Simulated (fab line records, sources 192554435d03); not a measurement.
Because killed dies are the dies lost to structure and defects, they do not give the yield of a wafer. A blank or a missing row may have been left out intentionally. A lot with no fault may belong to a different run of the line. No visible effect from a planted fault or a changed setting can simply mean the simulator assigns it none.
Split-lot trial | flow n5Finfet | 39 wafers read from 7 lots, route of 1938 steps

## ABOUT THE SPLIT
At N5_BEOL_M1_PECVD_72 (deposits SiO2 from TEOS/O2, target thk 16 nm, time 18 s), the setting timeS was moved away from the recipe's 18 s on 12 of the 39 wafers read, by -33.3% to +18.0%. This setting was run at the recipe's value on the other wafers.

Reading taken at the split's own step.

## THE READING
SiO2_of_BEOL_M1_PECVD_72.thkNm (the simulator's own value, which no gauge read), in nm, at N5_BEOL_M1_PECVD_72 (deposits SiO2 from TEOS/O2, target thk 16 nm, time 18 s). The file does not state a usual value for it. The 27 wafers here that ran the recipe average 16.1 nm, standard deviation 0.27 nm.

wafer  | tool, chamber at the split | timeS as run, s | against the recipe | SiO2_of_BEOL_M1_PECVD_72.thkNm, nm | against lot-mates on the recipe
L076.1 | pecvd-03, 1                | 15.06           | -16.3%             | 13.6                               | -2.5
L076.2 | pecvd-03, 0                | 18              | recipe             | 15.8                               | -
L076.3 | pecvd-03, 2                | 15.06           | -16.3%             | 13                                 | -3.1
L076.4 | pecvd-03, 2                | 15.06           | -16.3%             | 13                                 | -3.1
L076.5 | pecvd-03, 0                | 18              | recipe             | 16.2                               | -
L076.6 | pecvd-03, 1                | 18              | recipe             | 16.4                               | -
L078.2 | pecvd-01, 0                | 18              | recipe             | 15.8                               | -
L078.4 | pecvd-01, 2                | 18              | recipe             | 15.6                               | -
L078.6 | pecvd-01, 0                | 18              | recipe             | 16.2                               | -
L081.1 | pecvd-01, 2                | 18              | recipe             | 16                                 | -
L081.3 | pecvd-01, 2                | 18              | recipe             | 16                                 | -
L081.2 | pecvd-01, 0                | 18              | recipe             | 16.2                               | -
L081.4 | pecvd-01, 0                | 18              | recipe             | 16.8                               | -
L081.5 | pecvd-01, 2                | 18              | recipe             | 15.8                               | -
L081.6 | pecvd-01, 0                | 18              | recipe             | 16.6                               | -
L084.1 | pecvd-01, 1,2              | 18              | recipe             | 16                                 | -
L084.4 | pecvd-01, 1,2              | 18              | recipe             | 16                                 | -
L084.2 | pecvd-01, 0                | 21.24           | +18.0%             | 19                                 | +2.9
L084.3 | pecvd-01, 2                | 21.24           | +18.0%             | 18.4                               | +2.3
L084.5 | pecvd-01, 0                | 18              | recipe             | 16.4                               | -
L084.6 | pecvd-01, 1                | 21.24           | +18.0%             | 18.8                               | +2.7
L087.1 | pecvd-03, 0,2              | 18              | recipe             | 15.8                               | -
L087.3 | pecvd-03, 0,2              | 18              | recipe             | 15.8                               | -
L087.2 | pecvd-03, 1                | 18              | recipe             | 16.2                               | -
L087.4 | pecvd-03, 1                | 18              | recipe             | 16.4                               | -
L087.5 | pecvd-03, 0,2              | 18              | recipe             | 16                                 | -
L087.6 | pecvd-03, 0,2              | 18              | recipe             | 16                                 | -
L090.1 | pecvd-02, 1                | 12              | -33.3%             | 10.8                               | -5.3
L090.2 | pecvd-02, 2,1              | 18              | recipe             | 16                                 | -
L090.6 | pecvd-02, 2,1              | 18              | recipe             | 16                                 | -
L090.3 | pecvd-02, 0                | 12              | -33.3%             | 10.4                               | -5.7
L090.4 | pecvd-02, 0                | 12              | -33.3%             | 10.6                               | -5.5
L090.5 | pecvd-02, 2                | 18              | recipe             | 16.2                               | -
L096.1 | pecvd-02, 1                | 21.22           | +17.9%             | 18.4                               | +2.4
L096.2 | pecvd-02, 2                | 21.22           | +17.9%             | 18.6                               | +2.6
L096.3 | pecvd-02, 0                | 18              | recipe             | 16                                 | -
L096.4 | pecvd-02, 0                | 18              | recipe             | 15.8                               | -
L096.5 | pecvd-02, 2                | 21.22           | +17.9%             | 19                                 | +3.0
L096.6 | pecvd-02, 1                | 18              | recipe             | 16.2                               | -
When a row names more than one chamber, that row covers several wafers, and the file does not tell which wafer ran in which chamber.

FIT RESULTS
A straight line over all 39 wafers: SiO2_of_BEOL_M1_PECVD_72.thkNm changes by +0.16 nm for each +1% of timeS; r = +0.99; the points scatter about the line by 0.29 nm.
The same after taking each lot's own level away (the mean of its wafers on the recipe; 39 wafers): +0.16 nm for each +1%; r = +0.99; scatter 0.28 nm.
Per that fit: largest timeS move, reading shift of 5.3 nm.
The span of the lots' own levels, 15.87 to 16.23 nm, comes to 1.4 times the standard deviation stated above.
The two slopes are in agreement: the lot-to-lot level therefore moves the slope only a little.
Check: for one of the wafers moved furthest among these (-33.3%), held out of the fit, the line's prediction against its lot-mates is -5.44 nm. Against them it came out at -5.27 nm.

## THESE WAFERS: OTHER SPLITS
These wafers also went through other splits before the reading. Each is held against what the fit with the lots' levels taken away leaves over:
other split on the same wafers        | wafers away from the commonest value | r with SiO2_of_BEOL_M1_PECVD_72.thkNm (lot level and that fit taken away)
N5_ZERO_LAYER_DEVELOP_10 developTimeS | 18                                   | +0.06
N5_FIN_SAQP_PECVD_06 timeS            | 12                                   | -0.04
N5_BEOL_M0_SAQP_HM_DEP_111 timeS      | 12                                   | +0.23

## FILE'S OWN FIT
SiO2_of_BEOL_M1_PECVD_72.thkNm changes by +0.161 nm for each +1% of timeS, r = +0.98.
